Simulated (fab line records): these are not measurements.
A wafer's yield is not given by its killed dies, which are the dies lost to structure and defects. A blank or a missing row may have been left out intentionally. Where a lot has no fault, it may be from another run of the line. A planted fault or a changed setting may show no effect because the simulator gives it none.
Matching of chambers -- flow nand harc -- NHARC_A_STAIRCASE_DEP_156 on pecvd-01: 3 sister chambers
The step deposits SiNx, target thk 50 nm. 18 wafers are shown with their chamber, then 9 later ones without.

== EACH WAFER AND ITS CHAMBER ==
wafer,chamber,heater power w (W)
L074.1,1,743
L074.4,0,750
L074.6,2,767
L081.1,0,632
L081.4,0,633
L081.6,2,826
L083.3,2,850
L083.4,2,880
L083.5,0,726
L086.1,0,691
L086.2,2,826
L086.4,0,692
L087.2,1,760
L087.3,2,901
L087.6,1,718
L089.2,0,714
L089.4,0,735
L089.5,1,732

SIGNATURES, as means of the wafers listed above
reading,chamber 0,chamber 1,chamber 2,scatter within a chamber
heater power w,696.62,738.25,841.67,41.5
Rule: for a wafer and a chamber, the distance is found by dividing, reading by reading, the gap between the wafer's reading and the chamber's mean by the reading's scatter, squaring, summing and taking the root. If the next closest chamber is less than 2 further off than the closest, the wafer can't be placed; otherwise it belongs to the closest. How the scatter is found: for the shown wafers, subtract from each reading the mean of its chamber, square and add these, divide the total by (wafers less chambers), then take the root.

== WAFERS WITH NO CHAMBER GIVEN ==
wafer,heater power w (W)
L091.1,715
L091.3,769
L091.6,743
L094.3,601
L094.5,889
L094.6,619
L095.2,748
L095.3,697
L095.5,740

== THE CHAMBER EACH PASSED THROUGH ==
wafer,from the rows above,in truth
L091.1,can't be placed: 0 or 1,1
L091.3,can't be placed: 1 or 0 or 2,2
L091.6,can't be placed: 1 or 0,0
L094.3,can't be placed: 0 or 1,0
L094.5,2,2
L094.6,can't be placed: 0 or 1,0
L095.2,can't be placed: 1 or 0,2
L095.3,can't be placed: 0 or 1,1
L095.5,can't be placed: 1 or 0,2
Correctly placed: 1 of 9. Unplaceable from these rows: 8, with the true chamber sitting among the candidates in 6. 0 placed wrongly.
